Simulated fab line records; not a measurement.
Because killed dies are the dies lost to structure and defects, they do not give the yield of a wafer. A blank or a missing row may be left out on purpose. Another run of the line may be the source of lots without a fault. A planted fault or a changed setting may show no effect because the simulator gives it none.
Matching of chambers | flow n5 finfet | N5_BEOL_M11_CURE_71 on uv cure-02 has 3 sister chambers
The step cures SiCOH lowk, time 240 s. 6 wafers are shown with their chamber, then 11 later ones without.

WAFERS WITH THEIR CHAMBER
wafer  | chamber | wafer_temp_C_max | lamp power pct (%)
L078.4 | 0       | 387.1            | 52.31
L078.5 | 0       | 387.3            | 52.28
L081.5 | 1       | 386.0            | 52.40
L081.6 | 1       | 386.6            | 52.29
L089.4 | 2       | 386.3            | 52.30
L092.1 | 2       | 386.2            | 52.26

WAFERS WITH NO CHAMBER GIVEN
wafer  | wafer_temp_C_max | lamp power pct (%)
L092.4 | 386.9            | 52.30
L092.6 | 386.6            | 52.32
L092.2 | 386.8            | 52.34
L092.3 | 387.1            | 52.34
L092.5 | 386.3            | 52.34
L096.1 | 386.0            | 52.17
L096.2 | 386.3            | 52.25
L096.5 | 386.8            | 52.25
L093.2 | 387.0            | 52.23
L093.3 | 386.9            | 52.44
L093.6 | 387.2            | 52.35

CHAMBER TAKEN BY EACH
wafer  | from the rows above          | in truth
L092.4 | can't be placed: 0 or 1 or 2 | 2
L092.6 | can't be placed: 1 or 2 or 0 | 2
L092.2 | can't be placed: 0 or 1 or 2 | 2
L092.3 | 0                            | 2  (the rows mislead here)
L092.5 | can't be placed: 1 or 2      | 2
L096.1 | can't be placed: 2 or 1      | 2
L096.2 | can't be placed: 2 or 1      | 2
L096.5 | can't be placed: 0 or 2 or 1 | 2
L093.2 | can't be placed: 0 or 2      | 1
L093.3 | can't be placed: 1 or 0 or 2 | 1
L093.6 | 0                            | 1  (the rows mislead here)
0 of 11 placed correctly. Can't be placed from these rows: 9 (the true chamber is among the candidates in 8). Number placed wrongly: 2.
How it was worked out, from the rows above alone: a wafer's distance from a chamber is the root of the sum, over the readings, of the square of ((its reading less the chamber's mean) divided by the reading's scatter). If the next closest chamber is less than 2 further off than the closest, the wafer can't be placed; otherwise it belongs to the closest. The mean given for a chamber averages the wafers shown for that chamber. How the scatter is found: for the shown wafers, subtract from each reading the mean of its chamber, square and add these, divide the total by (wafers less chambers), then take the root.
